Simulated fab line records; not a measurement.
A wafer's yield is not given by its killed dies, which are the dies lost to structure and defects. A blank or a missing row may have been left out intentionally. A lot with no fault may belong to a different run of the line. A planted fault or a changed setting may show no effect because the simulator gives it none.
A struck lot beside a sound one	flow n5_finfet	40 steps out of a route of 1938
Sound: wafers L882.1, L882.5, L882.6. Wafers L891.1, L891.4, L891.6 were the ones struck. The cause is named last.
For every step that has rows: the tool of each side, followed by ch and its chambers, followed by its first start. Under that, the readings that differ: sound wafers	struck wafers	difference of the means	sigmas: that difference in standard deviations of wafers without a fault.
alike: readings with means less than 2 such deviations apart, plus words and numbers identical on both sides. not compared: withheld readings, readings lacking a value on some wafer, bounds such as >300 that could conceal the same value, and numbers that have no deviation in the record and whose values overlap.
A row with sigmas, a row that says differs or no value, or rows on one side alone: a step with any of these is where the two part. When numbers do not overlap yet have no deviation, they are printed without sigmas and do not part them. A reading that every wafer of one side lacks parts them only if that side has two wafers or more.

first, 12 steps without rows for these wafers: N5_HKMG_FIN_ETCH_54 (etches SiARC in CF4, target depth 45.5 nm, time 75.8 s); N5_HKMG_FIN_ETCH_55 (etches SOC in N2/H2, target depth 240 nm, time 300 s); N5_HKMG_FIN_STRIP_56 (strips in N2/H2); N5_HKMG_FIN_STRIP_57 (strips in CF4); N5_HKMG_FIN_ETCH_58 (etches SOC in N2/H2, target depth 215.8 nm, time 741 s); N5_HKMG_FIN_STRIP_93 (strips SOC in N2/H2, time 20 s); N5_HKMG_FIN_WET_ETCH_76 (etches Al2O3 in dNH4OH, stops on La2O3, target depth 2.25 nm, rinse time 30 s); N5_HKMG_FIN_STRIP_60 (strips in N2/H2, time 360 s); N5_HKMG_FIN_WET_ETCH_77 (etches La2O3 in dHCl, stops on HfO2, target depth 2 nm); N5_HKMG_FIN_WET_ETCH_78 (etches Al2O3 in dNH4OH, stops on La2O3, target depth 4.5 nm, rinse time 30 s); N5_HKMG_FIN_ALD_79 (deposits TiN, target thk 1.5 nm, pulse time 1 s, purge time 3 s); N5_HKMG_FIN_CVD_62 (deposits a-Si from Si2H6, target thk 3 nm, time 20.8 s).
N5_HKMG_FIN_RTA_80: time 2 s.
  struck on rtp_anneal-01, day 8 03:13; sound on rtp_anneal-01 ch 0, day 6 03:23
reading	sound	struck	difference	sigmas
time_s (s)	2 2 2	- - -	no value on the struck wafers	
then, 25 steps without rows for these wafers: N5_HKMG_FIN_PRECLEAN_64 (cleans in dHF, time 30 s); N5_HKMG_FIN_WET_ETCH_65 (etches a-Si in TMAH, stops on TiN, time 49 s, target depth 3 nm); N5_HKMG_FIN_WET_ETCH_81 (etches TiN in SC1, stops on HfO2, time 57 s, target depth 6 nm); N5_HKMG_FIN_WET_ETCH_82 (etches La2O3 in dHCl, stops on HfO2, target depth 2 nm, rinse time 30 s); N5_HKMG_FIN_ALD_36 (deposits TiN, target thk 1 nm, pulse time 1 s, purge time 3 s); N5_HKMG_FIN_PWFM_ALD_03 (deposits TiN, target thk 2 nm, pulse time 1 s, purge time 3 s); N5_HKMG_FIN_COAT_29 (time 60 s, resist thk 300 nm); N5_HKMG_FIN_COAT_30 (time 60 s, resist thk 35 nm); N5_HKMG_FIN_COAT_06 (resist thk 90 nm); N5_HKMG_FIN_EBR_08; N5_HKMG_FIN_SOFTBAKE_07 (time 60 s); N5_HKMG_FIN_EXPOSE_09 (exposes mask NWFM); N5_HKMG_FIN_PEB_10 (peb time 60 s); N5_HKMG_FIN_DEVELOP_11 (develop time 30 s); N5_HKMG_FIN_DESCUM_17 (chemistry O2, time 7.9 s); N5_HKMG_FIN_ETCH_31 (etches SiARC in CF4, target depth 45.5 nm, time 75.8 s); N5_HKMG_FIN_ETCH_32 (etches SOC in N2/H2, target depth 240 nm, time 300 s); N5_HKMG_FIN_STRIP_33 (strips in N2/H2); N5_HKMG_FIN_STRIP_34 (strips in CF4); N5_HKMG_FIN_ETCH_35 (etches SOC in N2/H2, target depth 215.8 nm, time 243.4 s); N5_HKMG_FIN_STRIP_92 (strips SOC in N2/H2, time 20 s); N5_HKMG_FIN_WET_ETCH_18 (etches TiN in SC1, time 55 s, target depth 5.2 nm, rinse time 30 s); N5_HKMG_FIN_STRIP_19 (strips in N2/H2, time 360 s); N5_HKMG_FIN_ALD_91 (deposits TiN, target thk 1 nm, pulse time 1 s, purge time 3 s); N5_HKMG_FIN_COAT_85 (time 60 s, resist thk 300 nm).
-- record jumps: 4 days separate the struck wafers' starts on either side; left off in module HKMG_FIN, taken up again in module BEOL_M4, whose first shown step is the route's number 1111 --
N5_BEOL_M4_RC_MEAS_101:
  sound on prober-01 ch 0, day 9 19:44; struck on prober-01 ch 0, day 11 16:34
reading	sound	struck	difference	sigmas
EOT_N	10.55 10.63 10.47	10.08 10.14 10.14	-0.43	-6
EOT_P	10.48 10.43 10.30	10.09 10.23 10.16	-0.24	-3
IGATE_N (nA/um)	0.0129 0.0117 0.0151	0.0299 0.0255 0.0268	+0.0142	+9
IGATE_P (nA/um)	0.0039 0.0035 0.0046	0.0090 0.0076 0.0080	+0.0042	+9
IOFF_P (nA/um)	0.178 0.172 0.176	33.318 29.657 31.351	+31.267	+99 or more
IOFF_P_85C (nA/um)	3.2 3.1 3.2	258.2 233.9 245.6	+242.7	+99 or more
IOFF_P_LIN (nA/um)	0.088 0.085 0.089	15.484 14.060 14.857	+14.713	+99 or more
IOFF_P_LONG (nA/um)	9.5e-05 9.7e-05 9.7e-05	0.014598 0.014742 0.014756	+0.014602	+99 or more
ION_N (uA/um)	677 679 686	667 650 660	-22	-2
ION_P (uA/um)	457 455 466	645 640 638	+182	+34
RC_DENSE_N (ohm.um)	19.1 19.3 18.6	16.1 16.2 16.3	-2.8	-8
RC_N (ohm.um)	15.6 15.7 15.1	13.0 13.3 13.4	-2.2	-7
RS_SD_N (ohm/sq)	28.4 28.4 28.5	25.3 24.8 25.4	-3.3	-9
RS_SD_P (ohm/sq)	66.7 66.1 65.5	63.3 63.4 62.8	-2.9	-3
VT_N (mV)	249.3 250.1 249.1	253.0 258.5 254.5	+5.8	+2
VT_N_LVT (mV)	98.7 97.4 97.7	249.7 254.7 251.8	+154.1	+64
VT_P (mV)	-254.8 -253.9 -252.3	-110.0 -111.6 -109.5	+143.3	+51
VT_P_LONG (mV)	-278.2 -280.8 -278.3	-133.7 -135.0 -134.7	+144.6	+50
  alike: DIBL_N, DIBL_P, IOFF_N, SS_N, SS_P, VT_P_LVT
-- a jump in the record: the struck wafers' starts before and after are 4 days apart (it breaks off in module BEOL_M4 and resumes in module PASSIVATION, where the first step shown is number 1936 of the route) --
N5_PASSIVATION_PROBE_49:
  struck on prober-02, day 15 22:29; sound on prober-01, day 13 20:58
reading	sound	struck	difference	sigmas
killed_at_M4_up	28 23 21	11 8 11	-14	-3
killed_at_contacts	28 23 11	12 6 6	-13	-2
sort_bin_4_leakage (%)	0 0 0	90.76 93.81 90.34	+91.64	
sort_n_pass	1047 1082 1065	0 0 0	-1065	-59
sort_yield_pct (%)	88.7 91.7 90.3	0 0 0	-90	-60
  alike: defect_limited_yield, killed_at_M0_to_M3, killed_at_front_end, killed_at_other, killed_dies, killed_open, killed_short, sort_bin_5_function, sort_bin_6_memory

WHERE THEY PART
Earliest at N5_HKMG_FIN_RTA_80; latest, in this record, at N5_PASSIVATION_PROBE_49.

WHY: the cause the simulator had injected
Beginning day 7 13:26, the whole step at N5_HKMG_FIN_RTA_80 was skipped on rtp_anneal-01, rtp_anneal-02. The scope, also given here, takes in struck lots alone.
